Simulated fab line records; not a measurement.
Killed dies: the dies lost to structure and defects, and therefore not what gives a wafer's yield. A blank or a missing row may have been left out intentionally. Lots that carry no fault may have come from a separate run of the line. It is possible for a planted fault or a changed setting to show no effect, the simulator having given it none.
fab line records ; flow n5_finfet ; part 1 of 2: steps 1 to 6 of 7
[record] lots = 8; wafers = 20; last_day = 17
route steps=1938 shown BEOL_M4@1111 BEOL_M7@1297 BEOL_M15@1830 PASSIVATION@1936
lots untouched by any fault: they come from a run of this same line in which no faults occurred
start_h: start of the lot's first displayed wafer, in hours after the record's first day ; wait_h: time in hours since the lot's previous step ; " identical to the entry in the row above ; L1.1+2: several wafers, shown together as one row ; - no value, or no start given ; * or withheld: withheld ; < > ~ a bound
route shown NAME@n: names a module that has steps shown in the file, with the first one's number in the route ; usual: mean and standard deviation over wafers with no fault ; same: alike in all rows ; chamber/n: place in a boat ; sites: each site's reading ; _std_site: their standard deviation ; _edge_site: outer sites' mean less inner sites' ; radius_mm: how far each site lies from the wafer's centre ; mask NAME#n: copy n ; behind: tool/chamber where the wafer was last shaped ; hold: reason for holding the lot/hours on hold/outcome of the hold ; device: which transistor (n, p or np) failed to switch ; end of line: the same wafers' tests at the end of the route ; where a step has no rows: the recipe by itself ; killed: at the first sort, the dies lost to defects and structure; wafer yield is something else ; map: a wafer's dies, x killed, . not, _ none there
set.NAME: the setting the step ran with; set.NAME@STEP: the setting that earlier step ran with ; model.NAME: the simulator's own value behind a step, which no gauge read
steps of the route over a sample of lots; a table a step, a row a wafer
services: from which hour (start_h, from the record's first day; less than 0 if before it) a tool's chamber was out of use, for how many hours, and why
[[steps]]
[step N5_BEOL_M4_RC_MEAS_101]
[usual] DIBL_N = 36.0/2; DIBL_P = 35.9/2.5; IOFF_N = 0.16/0.038; IOFF_P = 0.21/0.04; ION_N = 675/14; ION_P = 462/9.4; SS_N = 71.5/0.75; SS_P = 73.2/0.74; VT_N = 250/3.9; VT_P = -251/3.2
lot.wafer;tool;chamber;start_h;wait_h;DIBL_N[mV/V];DIBL_P[mV/V];IOFF_N[nA/um];IOFF_P[nA/um];ION_N[uA/um];ION_P[uA/um];SS_N[mV/dec];SS_P[mV/dec];VT_N[mV];VT_P[mV]
L900.1;prober-01;0;166.62;0.0;37.7;35.8;0.20;0.20;667;455;72.2;72.8;249;-252
L900.4;prober-01;0;166.62;0.0;36.3;33.6;0.16;0.16;675;452;71.1;72.4;250;-255
L902.2;prober-01;0;178.60;0.2;40.0;37.8;0.23;0.28;690;468;72.1;74.2;242;-246
L902.5;prober-01;0;178.60;0.2;32.6;30.3;0.12;0.18;679;474;69.8;72.2;249;-251
L905.2;prober-02;0;192.72;0.2;36.9;37.7;0.20;0.25;705;478;71.5;73.2;244;-246
L905.3;prober-02;0;192.72;0.2;37.0;39.5;0.18;0.28;681;474;71.4;74.4;249;-249
L905.6;prober-02;0;192.72;0.2;37.0;38.4;0.18;0.26;692;479;71.2;73.7;247;-248
L910.2;prober-02;0;229.39;0.2;37.3;37.4;0.20;0.21;690;468;71.9;73.3;244;-249
L910.3;prober-02;0;229.39;0.2;35.7;36.2;0.15;0.21;659;460;71.7;73.8;252;-251
L910.6;prober-02;0;229.39;0.2;36.6;37.1;0.18;0.20;673;457;71.1;72.8;246;-251
L912.2;prober-01;0;249.63;0.2;33.6;33.9;0.11;0.16;669;461;71.3;72.5;254;-254
L912.4;prober-01;0;249.63;0.2;37.2;37.7;0.18;0.20;682;460;71.8;73.6;248;-254
L912.6;prober-01;0;249.63;0.2;37.0;37.6;0.18;0.21;693;463;71.1;73.7;244;-253
L915.3;prober-01;0;268.25;0.3;38.6;39.3;0.22;0.24;685;466;72.4;73.3;248;-251
L915.4;prober-01;0;268.25;0.3;38.6;39.2;0.21;0.26;683;472;72.2;73.0;248;-248
L915.6;prober-01;0;268.25;0.3;35.6;36.2;0.17;0.20;696;474;71.3;72.3;248;-249
L921.5;prober-01;0;296.35;0.6;36.6;36.4;0.14;0.22;661;458;71.7;73.2;253;-250
L921.6;prober-01;0;296.35;0.6;37.0;37.0;0.16;0.24;672;466;71.4;73.7;249;-249
L923.2;prober-01;0;311.46;0.2;38.3;37.2;0.19;0.21;689;465;72.3;74.2;249;-253
L923.5;prober-01;0;311.46;0.2;39.1;37.9;0.21;0.22;679;454;73.5;73.3;246;-250
[step N5_BEOL_M7_OVL_MEAS_29]
[recipe] points_per_wafer = 522
[usual] V6_OVL = 0.9/0.75
lot.wafer;tool;chamber;start_h;wait_h;V6_OVL[nm]
L900.1;overlay-02;0;194.96;0.0;0.8
L900.4;overlay-02;0;194.96;0.0;0.5
L902.2;overlay-01;0;206.54;0.0;1.3
L902.5;overlay-01;0;206.54;0.0;-0.3
L905.2;overlay-01;0;215.06;0.0;1.2
L905.3;overlay-01;0;215.06;0.0;0.8
L905.6;overlay-01;0;215.06;0.0;1.0
L910.2;overlay-02;0;254.40;0.0;1.1
L910.3;overlay-02;0;254.40;0.0;2.4
L910.6;overlay-02;0;254.40;0.0;1.8
L912.2;overlay-01;0;273.99;0.0;-0.4
L912.4;overlay-01;0;273.99;0.0;0.4
L912.6;overlay-01;0;273.99;0.0;-0.4
L915.3;overlay-02;0;293.62;0.0;-0.2
L915.4;overlay-02;0;293.62;0.0;-0.3
L915.6;overlay-02;0;293.62;0.0;0.9
L921.5;overlay-02;0;321.90;0.0;1.2
L921.6;overlay-02;0;321.90;0.0;1.1
L923.2;overlay-02;0;340.96;0.0;0.1
L923.5;overlay-02;0;340.96;0.0;1.2
[step N5_BEOL_M7_STRIP_36]
[recipe] chemistry = N2/H2; power_w = 450; temp_c = 40; pressure_mtorr = 20; rf_frequency_hz = 6e+07; overash_fraction = 0.3; bias_power_w = 7; h2_frac = 0.5; n2_flow_sccm = 200; h2_flow_sccm = 200
[usual] drypump_motor_current_A = 5.6/0.35; oes_product_au = 0.79/0.1; rf_vpp_V = 59.3/1.4; showerhead_plenum_p_Torr = 2.55/0.064; throttle_valve_pct = 23.5/0.4
lot.wafer;tool;chamber;start_h;wait_h;drypump_motor_current_A;oes_product_au;rf_hours_counter_h;rf_vpp_V;showerhead_plenum_p_Torr;throttle_valve_pct
L900.1;rie_diel-01;0;195.28;0.0;5.3;0.89;40;59.2;2.56;23.6
L900.4;rie_diel-01;2;195.28;0.0;5.8;0.73;214;59.3;2.51;24.1
L902.2;rie_diel-02;0;206.86;0.0;5.8;0.88;49;60.6;2.55;23.0
L902.5;rie_diel-02;0;206.86;0.0;5.8;0.88;-;59.6;2.55;23.0
L905.2;rie_diel-01;3;215.47;0.0;5.2;0.69;235;60.9;2.50;23.7
L905.3;rie_diel-01;1;215.47;0.0;5.5;0.74;169;58.2;2.63;23.6
L905.6;rie_diel-01;3;215.47;0.0;5.2;0.69;-;59.0;2.50;23.7
L910.2;rie_diel-06;0;255.12;0.0;5.3;0.73;180;60.2;2.64;23.9
L910.3;rie_diel-06;1;255.12;0.0;6.0;0.69;237;60.0;2.62;24.1
L910.6;rie_diel-06;0;255.12;0.0;5.3;0.74;-;60.0;2.64;23.9
L912.2;rie_diel-02;2;274.43;0.0;5.6;0.92;21;56.4;2.56;23.0
L912.4;rie_diel-02;1;274.43;0.0;5.9;0.70;-;57.6;2.49;23.4
L912.6;rie_diel-02;2;274.43;0.0;5.7;0.94;-;57.8;2.56;23.0
L915.3;rie_diel-01;1;293.99;0.0;5.5;0.70;197;61.0;2.62;23.7
L915.4;rie_diel-01;2;293.99;0.0;5.8;0.69;-;60.0;2.50;24.2
L915.6;rie_diel-01;0;293.99;0.0;5.3;0.85;-;59.9;2.56;23.7
L921.5;rie_diel-02;2;322.42;0.0;5.6;0.90;-;60.0;2.56;23.0
L921.6;rie_diel-02;0;322.42;0.0;5.9;0.83;-;58.1;2.54;23.1
L923.2;rie_diel-06;3;341.28;0.0;4.9;0.96;14;61.1;2.68;23.5
L923.5;rie_diel-06;2;341.28;0.0;5.0;0.80;-;60.3;2.55;23.5
[step N5_BEOL_M7_ETCH_41]
[recipe] chemistry = CH3F/O2; target = SiCN; target_depth_a = 319; taper_deg = 2; time_s = 57.8; ion_energy_ev = 120; mask_material = TiN; pressure_mtorr = 30; source_w = 395; bias_w = 75; Ar_flow_sccm = 150; CH3F_flow_sccm = 30; O2_flow_sccm = 20
[usual] drypump_motor_current_A = 5.5/0.35; oes_product_au = 0.79/0.096; rf_vpp_V = 297.7/1.3; showerhead_plenum_p_Torr = 2.02/0.046; throttle_valve_pct = 16.37/0.29
lot.wafer;tool;chamber;start_h;wait_h;drypump_motor_current_A;oes_product_au;rf_hours_counter_h;rf_vpp_V;showerhead_plenum_p_Torr;throttle_valve_pct
L900.1;rie_diel-01;0;-;-;5.3;0.87;40;299.6;2.03;16.50
L900.4;rie_diel-01;2;-;-;5.9;0.71;214;296.2;2.00;16.86
L902.2;rie_diel-02;0;-;-;5.8;0.85;49;298.4;2.03;16.22
L902.5;rie_diel-02;0;-;-;5.8;0.85;-;297.5;2.03;16.20
L905.2;rie_diel-01;3;-;-;5.2;0.68;235;297.6;1.95;16.48
L905.3;rie_diel-01;1;-;-;5.5;0.73;169;297.4;2.06;16.38
L905.6;rie_diel-01;3;-;-;5.2;0.69;-;296.1;1.95;16.48
L910.2;rie_diel-06;0;-;-;5.3;0.74;180;298.2;2.09;16.32
L910.3;rie_diel-06;2;-;-;5.0;0.84;83;297.3;2.02;16.23
L910.6;rie_diel-06;3;-;-;4.9;0.67;-;294.0;1.91;17.06
L912.2;rie_diel-02;2;-;-;5.7;0.92;21;298.0;2.02;15.84
L912.4;rie_diel-02;1;-;-;5.9;0.70;-;296.0;2.00;16.41
L912.6;rie_diel-02;2;-;-;5.6;0.91;-;298.4;2.02;15.84
L915.3;rie_diel-01;1;-;-;5.5;0.70;198;298.8;2.05;16.46
L915.4;rie_diel-01;2;-;-;5.9;0.68;-;296.8;1.99;16.93
L915.6;rie_diel-01;0;-;-;5.3;0.84;-;296.9;2.03;16.55
L921.5;rie_diel-02;2;-;-;5.7;0.88;-;298.6;2.02;15.88
L921.6;rie_diel-02;0;-;-;5.8;0.81;-;297.5;2.02;16.29
L923.2;rie_diel-06;3;-;-;4.9;0.95;14;300.8;2.16;16.63
L923.5;rie_diel-06;2;-;-;5.0;0.81;-;298.3;2.00;16.28
[step N5_BEOL_M7_ALD_77]
[recipe] material = TaN; target_thk_a = 20; temp_c = 275; ald_precursor_family = PDMAT; ald_co_reactant = NH3; pressure_torr = 3; carrier_flow_sccm = 1500; pulse_time_s = 2; purge_time_s = 3; co_reactant_purge_time_s = 2; co_reactant_pulse_time_s = 3; ald_cycles = 40; precursor_vessel_temp_c = 75; precursor_vessel_pressure_torr = 26.25; precursor_vessel_carrier_sccm = 1000
[usual] ald_cycles = 40/0; heater_power_w = 421/24; mfc_carrier_sccm = 1500/4.3; precursor_vessel_carrier_sccm = 1000.1/2.6
lot.wafer;tool;chamber;start_h;wait_h;ald_cycles;heater_power_w;mfc_carrier_sccm;precursor_vessel_carrier_sccm
L900.1;ald_metal-03;3;196.32;0.1;40;439;1501;996.9
L900.4;ald_metal-03;2;196.32;0.1;40;432;1493;999.9
L902.2;ald_metal-03;3;208.03;0.1;40;448;1499;1001.8
L902.5;ald_metal-03;2;208.03;0.1;40;426;1503;1001.7
L905.2;ald_metal-03;0;216.46;0.0;40;401;1507;1000.7
L905.3;ald_metal-03;1;216.46;0.0;40;419;1502;994.5
L905.6;ald_metal-03;3;216.46;0.0;40;450;1500;996.0
L910.2;ald_metal-03;2;256.49;0.0;40;427;1497;1001.8
L910.3;ald_metal-03;1;256.49;0.0;40;421;1500;1000.1
L910.6;ald_metal-03;3;256.49;0.0;23;448;1496;997.7
L912.2;ald_metal-03;3;275.42;0.0;23;444;1497;996.4
L912.4;ald_metal-03;0;275.42;0.0;40;413;1504;1003.1
L912.6;ald_metal-03;3;275.42;0.0;23;447;1499;1002.2
L915.3;ald_metal-02;3;294.97;0.1;40;413;1500;996.8
L915.4;ald_metal-02;1;294.97;0.1;40;407;1504;999.2
L915.6;ald_metal-02;1;294.97;0.1;40;407;1498;998.0
L921.5;ald_metal-04;1;323.62;0.2;40;394;1498;1004.1
L921.6;ald_metal-04;0;323.62;0.2;40;411;1498;999.3
L923.2;ald_metal-04;2;342.17;0.1;40;368;1499;1004.4
L923.5;ald_metal-04;1;342.17;0.1;40;408;1499;1001.4
[step N5_BEOL_M15_RC_MEAS_101]
[usual] COMB_M10 = 1.6e-11/3e-12; COMB_M11 = 1.6e-11/3.2e-12; COMB_M12 = 7.3e-12/1.3e-12; COMB_M13 = 5.8e-12/1.1e-12; COMB_M13_max_site = 7.9e-12/1.8e-12; COMB_M14 = 4.7e-12/8.9e-13; COMB_M15 = 3.5e-12/6.2e-13; COMB_M5 = 3.8e-11/7.7e-12; COMB_M6 = 2.6e-11/4.8e-12; COMB_M7 = 2.7e-11/5e-12; COMB_M7_max_site = 3.8e-11/8.2e-12; COMB_M8 = 2.7e-11/5.6e-12; COMB_M9 = 1.6e-11/2.6e-12; SERP_M10 = 3.05/0.12; SERP_M11 = 3.04/0.11; SERP_M12 = 0.637/0.023; SERP_M13 = 0.306/0.01; SERP_M14 = 0.161/0.0057; SERP_M14_max_site = 0.163/0.0058; SERP_M5 = 38.7/2.1; SERP_M6 = 13.7/0.79; SERP_M7 = 13.9/0.65; SERP_M8 = 13.9/0.85; SERP_M9 = 3.08/0.11
lot.wafer;tool;chamber;start_h;wait_h;COMB_M10[S/m];COMB_M11[S/m];COMB_M12[S/m];COMB_M13[S/m];COMB_M13_max_site[S/m];COMB_M14[S/m];COMB_M15[S/m];COMB_M5[S/m];COMB_M6[S/m];COMB_M7[S/m];COMB_M7_max_site[S/m];COMB_M8[S/m];COMB_M9[S/m];SERP_M10[ohm/um];SERP_M11[ohm/um];SERP_M12[ohm/um];SERP_M13[ohm/um];SERP_M14[ohm/um];SERP_M14_max_site[ohm/um];SERP_M5[ohm/um];SERP_M6[ohm/um];SERP_M7[ohm/um];SERP_M8[ohm/um];SERP_M9[ohm/um]
L900.1;prober-01;0;247.41;0.0;1.4e-11;1.6e-11;5.6e-12;6.5e-12;7.6e-12;4e-12;3.5e-12;4.6e-11;2.7e-11;3.8e-11;5.7e-11;1.9e-11;1.7e-11;3.10;3.00;0.663;0.297;0.168;0.170;39.3;13.8;13.5;13.9;3.14
L900.4;prober-01;0;247.41;0.0;1.7e-11;1.7e-11;5.7e-12;5.1e-12;6.2e-12;5.9e-12;3.7e-12;2.7e-11;2.5e-11;3.2e-11;5.3e-11;2.3e-11;1.48e-11;3.17;3.01;0.675;0.302;0.169;0.171;39.4;14.1;13.9;15.3;3.22
L902.2;prober-02;0;266.19;0.2;1.4e-11;1.9e-11;5.9e-12;6.2e-12;8.2e-12;3e-12;4.2e-12;3.9e-11;3.2e-11;2.7e-11;3.7e-11;2.4e-11;1.2e-11;3.08;3.11;0.660;0.309;0.170;0.172;38.5;13.1;14.7;14.7;3.06
L902.5;prober-02;0;266.19;0.2;1.3e-11;1.7e-11;6.5e-12;5.6e-12;7.8e-12;3.4e-12;3.5e-12;2.9e-11;3.4e-11;3.5e-11;4.9e-11;3.5e-11;1.04e-11;3.05;3.12;0.625;0.318;0.155;0.156;38.9;13.8;14.2;13.4;3.09
L905.2;prober-01;0;269.72;0.2;1.2e-11;1.5e-11;7.9e-12;7.5e-12;1.28e-11;4.1e-12;4.4e-12;5e-11;2.5e-11;3.1e-11;3.5e-11;3.2e-11;1.36e-11;3.28;3.26;0.625;0.320;0.149;0.152;38.3;13.9;12.7;13.3;3.08
L905.3;prober-01;0;269.72;0.2;1.7e-11;1.5e-11;6.3e-12;7.1e-12;9.5e-12;5.7e-12;4.8e-12;3.1e-11;2.3e-11;2.4e-11;3.9e-11;3.2e-11;1.62e-11;3.25;3.09;0.634;0.322;0.154;0.155;42.8;11.9;15.4;13.9;3.33
L905.6;prober-01;0;269.72;0.2;2e-11;2.3e-11;8e-12;6.7e-12;8.4e-12;5.5e-12;4.5e-12;4.7e-11;2.4e-11;2.2e-11;3.1e-11;3.8e-11;1.42e-11;3.36;3.24;0.645;0.312;0.168;0.170;41.1;13.8;13.8;13.9;3.21
L910.2;prober-02;0;313.87;0.2;1.3e-11;1.7e-11;5.4e-12;6.6e-12;9.7e-12;5.4e-12;3.1e-12;2.7e-11;1.9e-11;1.9e-11;2.6e-11;2.2e-11;1.23e-11;3.09;2.91;0.642;0.305;0.156;0.157;40.1;14.5;14.4;14.2;2.94
L910.3;prober-02;0;313.87;0.2;1.1e-11;1.8e-11;5e-12;5.2e-12;7.3e-12;3.5e-12;2.9e-12;2.6e-11;2.9e-11;2.8e-11;4.2e-11;2.6e-11;1.45e-11;3.02;3.00;0.610;0.309;0.158;0.160;42.2;13.0;13.4;14.2;3.00
L910.6;prober-02;0;313.87;0.2;1.2e-11;1.6e-11;6.7e-12;6.9e-12;1.18e-11;4.1e-12;2.4e-12;3.1e-11;2.4e-11;9.1e-11;1.38e-10;2.8e-11;1.72e-11;3.06;2.97;0.620;0.312;0.158;0.160;38.9;12.7;13.5;15.6;3.13
L912.2;prober-01;0;333.28;0.2;1.4e-11;1.7e-11;8.3e-12;6.8e-12;8.2e-12;3.2e-12;3.5e-12;4e-11;2.1e-11;1.17e-10;1.42e-10;2.6e-11;1.72e-11;3.12;2.99;0.677;0.301;0.154;0.156;40.6;13.0;13.0;13.1;2.91
L912.4;prober-01;0;333.28;0.2;1.4e-11;1.5e-11;1.1e-11;6.6e-12;7.8e-12;6.3e-12;3.8e-12;2.5e-11;2.2e-11;2.4e-11;3.5e-11;3.1e-11;1.69e-11;3.17;2.85;0.662;0.293;0.158;0.159;41.7;13.0;14.5;13.2;3.31
L912.6;prober-01;0;333.28;0.2;1.5e-11;2.3e-11;8.3e-12;4.8e-12;6.8e-12;3.9e-12;3.8e-12;3.2e-11;3.7e-11;1.08e-10;1.94e-10;2.6e-11;1.74e-11;2.97;3.04;0.613;0.293;0.158;0.160;37.3;12.9;13.1;14.0;3.04
L915.3;prober-01;0;353.08;0.3;1.4e-11;1.3e-11;5.5e-12;5.9e-12;7.5e-12;4.8e-12;4.4e-12;4.5e-11;2.1e-11;3.2e-11;3.7e-11;3.1e-11;1.95e-11;3.05;2.95;0.638;0.310;0.167;0.169;38.4;12.8;14.4;12.9;2.85
L915.4;prober-01;0;353.08;0.3;2.2e-11;1.5e-11;5.5e-12;6.3e-12;7.7e-12;4.8e-12;4.2e-12;4.1e-11;2.7e-11;2.4e-11;3.6e-11;4.3e-11;1.74e-11;2.96;2.97;0.624;0.304;0.157;0.158;40.5;12.9;14.5;13.2;3.10
L915.6;prober-01;0;353.08;0.3;2e-11;1.4e-11;7.8e-12;5.5e-12;7.8e-12;4.4e-12;3.8e-12;3.7e-11;2.4e-11;2.1e-11;3.5e-11;2.9e-11;1.31e-11;3.02;2.89;0.634;0.300;0.164;0.166;42.4;13.3;13.4;14.1;3.26
L921.5;prober-02;0;381.53;0.6;1.4e-11;1.5e-11;7.9e-12;4.5e-12;5.8e-12;5.3e-12;3.6e-12;4.1e-11;3e-11;3.3e-11;4.9e-11;2.7e-11;1.45e-11;3.22;3.19;0.601;0.296;0.156;0.159;36.0;13.7;13.1;14.2;2.95
L921.6;prober-02;0;381.53;0.6;1.8e-11;1.6e-11;7.2e-12;4.5e-12;6.3e-12;4.6e-12;3.7e-12;3.5e-11;2.6e-11;2.4e-11;3.3e-11;1.8e-11;1.48e-11;3.20;2.95;0.645;0.303;0.153;0.154;36.6;13.0;13.4;13.3;2.97
L923.2;prober-01;0;402.18;0.2;2e-11;2.5e-11;1.11e-11;6.2e-12;7.7e-12;3.7e-12;3.8e-12;3.9e-11;3.3e-11;2.7e-11;3.7e-11;1.8e-11;2.08e-11;2.89;2.97;0.647;0.294;0.167;0.169;37.8;12.9;13.1;14.1;3.06
L923.5;prober-01;0;402.18;0.2;1.1e-11;1.9e-11;9.1e-12;7.6e-12;1.18e-11;4.9e-12;3.6e-12;4.1e-11;2.1e-11;2.5e-11;4.6e-11;2.4e-11;1.03e-11;3.01;2.90;0.617;0.290;0.157;0.159;36.7;14.7;13.1;14.0;2.91
// sites COMB_M7 radius_mm=0,75,75,75,75,140,140,140,140
L900.1 3.7e-11 3.5e-11 2.6e-11 4.5e-11 5.7e-11 3.8e-11 3.8e-11 2.8e-11 4.1e-11
L902.2 2.4e-11 2.9e-11 2.7e-11 2.8e-11 2e-11 3e-11 2.5e-11 2.2e-11 3.7e-11
L905.2 3.1e-11 2.3e-11 3e-11 3.2e-11 3.2e-11 2.8e-11 3.1e-11 2.3e-11 3.5e-11
L910.2 2.6e-11 1.5e-11 2e-11 1.6e-11 1.9e-11 2.2e-11 1.8e-11 2.2e-11 1.5e-11
L912.2 1.17e-10 1.27e-10 1.35e-10 6.3e-11 1.42e-10 7.9e-11 9.9e-11 9.6e-11 1.35e-10
L915.3 2.1e-11 3.5e-11 3.7e-11 3.5e-11 3.2e-11 2.4e-11 3e-11 2.5e-11 3.6e-11
L921.5 3.2e-11 4.9e-11 3.3e-11 3.7e-11 3.4e-11 2.7e-11 3.2e-11 3.7e-11 2.8e-11
L923.2 2.2e-11 2.3e-11 3.7e-11 2.4e-11 2.9e-11 2.7e-11 3.1e-11 3.7e-11 2.4e-11
[[key]]
[first_sign] step = N5_BEOL_M7_ALD_77; reading = ald_cycles; direction = down; sigmas = 99+; usual = *; struck = *
[effect] step = N5_BEOL_M15_RC_MEAS_101; reading = COMB_M7; direction = up; sigmas = 16; usual = 2.7e-11; struck = 1.06e-10
[effect] step = N5_PASSIVATION_PROBE_49; reading = sort_bin_4_leakage; direction = up; sigmas = 11; usual = 0; struck = 0.96
met_at N5_BEOL_M7_ALD_77
struck_lots L910,L912
struck_wafers L910.6,L912.2,L912.6
[baseline_loss] step = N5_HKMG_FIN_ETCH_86; wafers = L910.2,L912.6
not_acting_at N5_BEOL_M7_OVL_MEAS_29,N5_BEOL_M7_STRIP_36,N5_BEOL_M7_ETCH_41
onset_between 216.46 256.49
[fault] kind = process_parameter_drift; tool = ald_metal-03; chamber = 3; onset_h = 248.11; steps = N5_BEOL_M7_ALD_77; channel = ald_cycles; offset = *; shape = step; end_h = 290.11; acts_in = *; stated = *
// baseline_loss: these wafers lose ten dies or more at that step, a loss of the line's own and not of a fault; the sort's usual values leave them out
